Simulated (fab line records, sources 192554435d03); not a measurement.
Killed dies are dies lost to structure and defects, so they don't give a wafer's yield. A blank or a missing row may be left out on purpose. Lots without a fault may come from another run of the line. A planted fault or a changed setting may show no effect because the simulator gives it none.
A struck lot beside a sound one | flow n5_finfet | 14 steps out of a route of 1938
Sound: wafers L478.2, L478.3, L478.5. Struck: wafers L483.2, L483.3, L483.6. The cause comes at the end.
At each step with rows: each side's tool, then ch and its chambers, then its first start. Under that, the readings that differ: sound wafers | struck wafers | difference of the means | sigmas: that difference in standard deviations of wafers without a fault.
alike: readings whose means differ by less than 2 such deviations, and words and numbers that are the same on both sides. not compared: withheld readings, readings that some wafer has no value for, bounds like >300 that may hide the same value, and numbers for which the record gives no deviation and whose values overlap.
The two part at a step that has a row with sigmas, a row that says differs or no value, or rows on one side only. Numbers that don't overlap but have no deviation are shown without sigmas and don't part them. A reading that every wafer of one side lacks parts them only if that side has two wafers or more.

first, 1 step without rows for these wafers: N5_BEOL_M5_STRIP_73 (strips in N2/H2).
N5_BEOL_M5_STRIP_64: strips in CF4.
  sound on rie_diel-02 ch 1,2,3, day 8 01:32; struck on rie_diel-05 ch 2,3, day 10 15:11
  alike: drypump_motor_current_A, oes_product_au, rf_vpp_V, showerhead_plenum_p_Torr, throttle_valve_pct
  not compared: rf_hours_counter_h
N5_BEOL_M5_HM_OPEN_17: chemistry Cl2/BCl3, target TiN, target depth 20 nm, overetch 6 nm.
  sound on rie_metal-01 ch 1, day 8 01:34; struck on rie_metal-02 ch 0, day 10 15:13
  reading                     | sound          | struck         | difference | sigmas
  drypump_motor_current_A (A) | 5.4 5.4 5.4    | 6.7 6.7 6.7    | +1.3       | +4
  oes_product_au (a.u.)       | 0.50 0.49 0.50 | 0.72 0.72 0.71 | +0.22      | +3
  alike: throttle_valve_pct
  not compared: rf_hours_counter_h
N5_BEOL_M5_STRIP_19: strips in O2.
  sound on rie_diel-05 ch 2,3, day 8 01:41; struck on rie_diel-02 ch 0,3, day 10 15:23
  alike: drypump_motor_current_A, oes_product_au, rf_vpp_V, showerhead_plenum_p_Torr, throttle_valve_pct
  not compared: rf_hours_counter_h
N5_BEOL_M5_CD_MEAS_18: pitch 56 nm, target cd 28 nm.
  sound on cd_sem-01, day 8 01:46; struck on cd_sem-01, day 10 15:27
  alike: cd_nm
then, 7 steps without rows for these wafers: N5_BEOL_M5_COAT_65 (time 60 s, resist thk 60 nm); N5_BEOL_M5_COAT_66 (time 60 s, resist thk 12 nm); N5_BEOL_M5_COAT_74 (time 60 s, resist thk 5 nm); N5_BEOL_M5_COAT_22 (resist thk 30 nm); N5_BEOL_M5_EBR_24; N5_BEOL_M5_SOFTBAKE_23 (time 60 s); N5_BEOL_M5_EXPOSE_25 (exposes mask V4, defocus 10 nm).
N5_BEOL_M5_PEB_26: peb time 60 s.
  sound on litho_track-03 ch 0, day 8 08:56; struck on litho_track-04, day 10 15:41
  no value came back on the struck wafers for chill_plate_temp_C (C), exhaust_pa (Pa); on the sound wafers chill_plate_temp_C (C) reads 23.00 22.91 22.97
then, 1 step without rows for these wafers: N5_BEOL_M5_DEVELOP_27 (develop time 30 s).

WHERE THEY PART
First at N5_BEOL_M5_HM_OPEN_17; last, within this record, at N5_BEOL_M5_PEB_26.

WHY: what the simulator had put in
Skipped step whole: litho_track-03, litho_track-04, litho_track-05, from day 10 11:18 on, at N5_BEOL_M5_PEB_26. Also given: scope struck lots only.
